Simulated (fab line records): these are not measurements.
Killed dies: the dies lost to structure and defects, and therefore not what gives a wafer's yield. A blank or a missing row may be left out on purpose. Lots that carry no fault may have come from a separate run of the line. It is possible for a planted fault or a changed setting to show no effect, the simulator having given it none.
A lot that was struck, set against a sound lot :: flow n5Finfet :: 14 out of 1938 route steps
Sound: these wafers, L122.1, L122.5, L122.6. Struck: wafers L131.3, L131.4. (L131.1 of the same lot was not struck and is left out.) The cause comes at the end.
Order at every step that has rows: each side's tool, ch and its chambers, its first start. Under that, the readings that differ: sound wafers :: struck wafers :: difference of the means :: sigmas: that difference in standard deviations of wafers without a fault.
alike: a reading whose means differ by less than 2 such deviations, as well as words and numbers matching on both sides. not compared: withheld readings; readings where some wafer has no value; bounds like >300 that might hide an equal value; numbers whose values overlap and for which the record gives no deviation.
The two part at a step that has a row with sigmas, a row that says differs or no value, or rows on one side only. Non-overlapping numbers with no deviation appear without sigmas and do not part them. Lack of a reading on every wafer of one side parts them only where that side has two or more wafers.

first, 7 steps without rows for these wafers: N5_MOL_CONTACT_COAG_COAT_77 (time 60 s, resist thk 10 nm); N5_MOL_CONTACT_COAG_COAT_78 (resist thk 40 nm); N5_MOL_CONTACT_COAG_EBR_80; N5_MOL_CONTACT_COAG_SOFTBAKE_79 (time 60 s); N5_MOL_CONTACT_COAG_EXPOSE_81 (exposes mask VG, defocus 0 nm); N5_MOL_CONTACT_COAG_PEB_82 (peb time 60 s); N5_MOL_CONTACT_COAG_DEVELOP_83 (develop time 30 s).
N5_MOL_CONTACT_COAG_CD_MEAS_84: target cd 25.1 nm.
  sound on cdSem-01 ch 0, day 5 19:25; struck on cdSem-03 ch 0, day 7 22:21
  alike: cdNm
N5_MOL_CONTACT_COAG_OVL_MEAS_85:
  sound on overlay-02 ch 0, day 5 19:26; struck on overlay-01 ch 0, day 7 22:23
  alike: VG_OVL
N5_MOL_CONTACT_COAG_INSPECT_57: inspects for defects (brightfield).
  sound on defectInspect-01, day 5 19:31; struck on defectInspect-02, day 7 22:26
  alike: rawDefectCount
N5_MOL_CONTACT_COAG_DESCUM_88: chemistry O2, time 7 s.
  sound on rieDiel-06 ch 0,3, day 5 19:43; struck on rieDiel-05 ch 3, day 7 22:29
reading: throttleValvePct (%)
sound: 20.83 20.59 20.84
struck: 19.94 19.96
difference: -0.80
sigmas: -3
  alike: drypumpMotorCurrentA, oesProductAu, rfVppV, showerheadPlenumPTorr
  not compared: rfHoursCounterH
N5_MOL_CONTACT_COAG_ETCH_89: etches underlayer in N2/H2, target depth 13 nm, time 10.4 s.
  sound on rieDiel-06 ch 0,3, day 5 19:44; struck on rieDiel-05 ch 3, day 7 22:31
reading: etchRfOnTimeS (s)
sound: 10.1 10.5 10.2
struck: 11.0 11.1
difference: +0.8
sigmas: +3

reading: throttleValvePct (%)
sound: 18.3 18.1 18.3
struck: 17.2 17.2
difference: -1.0
sigmas: -3
  alike: drypumpMotorCurrentA, oesProductAu, rfFwdPowerW, rfVppV, showerheadPlenumPTorr
  not compared: rfHoursCounterH
N5_MOL_CONTACT_COAG_ETCH_90: etches SiARC in CF4, target depth 13 nm, time 21.7 s.
  sound on rieDiel-06 ch 0,3, day 5 19:46; struck on rieDiel-05 ch 3, day 7 22:32
reading: etchRfOnTimeS (s)
sound: 21.0 22.1 20.8
struck: 39.9 40.1
difference: +18.7
sigmas: +28

reading: rfFwdPowerW (W)
sound: 532.7 531.8 534.1
struck: 536.4 539.2
difference: +4.9
sigmas: +3

reading: throttleValvePct (%)
sound: 15.98 15.70 15.97
struck: 15.05 15.05
difference: -0.83
sigmas: -3
  alike: drypumpMotorCurrentA, oesProductAu, rfVppV, showerheadPlenumPTorr
  not compared: rfHoursCounterH
N5_MOL_CONTACT_COAG_ALD_131: deposits SiO2, target thk 5 nm, pulse time 1 s, co reactant pulse time 1 s.
  sound on aldSin-03 ch 0,1,3, day 5 19:50; struck on aldSin-03 ch 0,1, day 7 23:18
  alike: heaterPowerW, precursorPulseHeightRel

## WHERE THEY PART
Last at N5_MOL_CONTACT_COAG_ETCH_90 as far as this record goes, first at N5_MOL_CONTACT_COAG_DESCUM_88. Later steps at which nothing parts them and some readings are alike: N5_MOL_CONTACT_COAG_ALD_131.

WHY: what had been put in by the simulator
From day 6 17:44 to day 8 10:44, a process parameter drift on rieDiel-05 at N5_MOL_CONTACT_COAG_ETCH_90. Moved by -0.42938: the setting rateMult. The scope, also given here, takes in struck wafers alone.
